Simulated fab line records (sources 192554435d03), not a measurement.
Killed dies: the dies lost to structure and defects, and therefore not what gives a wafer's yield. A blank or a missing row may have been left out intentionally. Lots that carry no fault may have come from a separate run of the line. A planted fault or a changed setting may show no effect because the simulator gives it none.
Matching of chambers || flow n5_finfet || 4 sister chambers for N5_FIN_CUT_ETCH_30 on rie_diel-02
The step etches underlayer in N2/H2, target depth 13 nm, time 10.4 s. 8 wafers are shown with their chamber, then 10 later ones without.

== EACH WAFER AND ITS CHAMBER ==
{"wafer": "L076.5", "chamber": 3, "showerhead_plenum_p_Torr (Torr)": 2.41, "drypump_motor_current_A (A)": 5.7}
{"wafer": "L077.1", "chamber": 3, "showerhead_plenum_p_Torr (Torr)": 2.41, "drypump_motor_current_A (A)": 5.7}
{"wafer": "L082.3", "chamber": 2, "showerhead_plenum_p_Torr (Torr)": 2.67, "drypump_motor_current_A (A)": 5.7}
{"wafer": "L082.6", "chamber": 2, "showerhead_plenum_p_Torr (Torr)": 2.67, "drypump_motor_current_A (A)": 5.7}
{"wafer": "L088.1", "chamber": 0, "showerhead_plenum_p_Torr (Torr)": 2.59, "drypump_motor_current_A (A)": 5.6}
{"wafer": "L088.5", "chamber": 1, "showerhead_plenum_p_Torr (Torr)": 2.59, "drypump_motor_current_A (A)": 6.0}
{"wafer": "L090.1", "chamber": 0, "showerhead_plenum_p_Torr (Torr)": 2.58, "drypump_motor_current_A (A)": 5.6}
{"wafer": "L090.5", "chamber": 1, "showerhead_plenum_p_Torr (Torr)": 2.59, "drypump_motor_current_A (A)": 6.1}

== WAFERS WITHOUT THEIR CHAMBER ==
{"wafer": "L090.6", "showerhead_plenum_p_Torr (Torr)": 2.58, "drypump_motor_current_A (A)": 5.5}
{"wafer": "L091.1", "showerhead_plenum_p_Torr (Torr)": 2.59, "drypump_motor_current_A (A)": 6.0}
{"wafer": "L091.2", "showerhead_plenum_p_Torr (Torr)": 2.66, "drypump_motor_current_A (A)": 5.7}
{"wafer": "L091.4", "showerhead_plenum_p_Torr (Torr)": 2.66, "drypump_motor_current_A (A)": 5.7}
{"wafer": "L093.2", "showerhead_plenum_p_Torr (Torr)": 2.59, "drypump_motor_current_A (A)": 6.0}
{"wafer": "L093.4", "showerhead_plenum_p_Torr (Torr)": 2.66, "drypump_motor_current_A (A)": 5.8}
{"wafer": "L093.6", "showerhead_plenum_p_Torr (Torr)": 2.59, "drypump_motor_current_A (A)": 6.0}
{"wafer": "L096.1", "showerhead_plenum_p_Torr (Torr)": 2.72, "drypump_motor_current_A (A)": 5.7}
{"wafer": "L096.3", "showerhead_plenum_p_Torr (Torr)": 2.66, "drypump_motor_current_A (A)": 5.7}
{"wafer": "L096.4", "showerhead_plenum_p_Torr (Torr)": 2.59, "drypump_motor_current_A (A)": 6.0}

== EACH ONE'S CHAMBER ==
{"wafer": "L090.6", "from the rows above": 0, "in truth": 0}
{"wafer": "L091.1", "from the rows above": 1, "in truth": 1}
{"wafer": "L091.2", "from the rows above": 2, "in truth": 2}
{"wafer": "L091.4", "from the rows above": 2, "in truth": 2}
{"wafer": "L093.2", "from the rows above": 1, "in truth": 1}
{"wafer": "L093.4", "from the rows above": 2, "in truth": 2}
{"wafer": "L093.6", "from the rows above": 1, "in truth": 1}
{"wafer": "L096.1", "from the rows above": 2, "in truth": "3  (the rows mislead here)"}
{"wafer": "L096.3", "from the rows above": 2, "in truth": 2}
{"wafer": "L096.4", "from the rows above": 1, "in truth": 1}
9 of 10 placed correctly. Number that these rows cannot place: 0. Wrongly placed: 1.
How it was worked out, from the rows above alone: a wafer's distance from a chamber is the root of the sum, over the readings, of the square of ((its reading less the chamber's mean) divided by the reading's scatter). If the next closest chamber is less than 2 further off than the closest, the wafer can't be placed; otherwise it belongs to the closest. The mean given for a chamber averages the wafers shown for that chamber. The scatter is the square root of a quotient: the sum, over the shown wafers, of each reading's squared deviation from its chamber's mean, divided by wafers minus chambers.
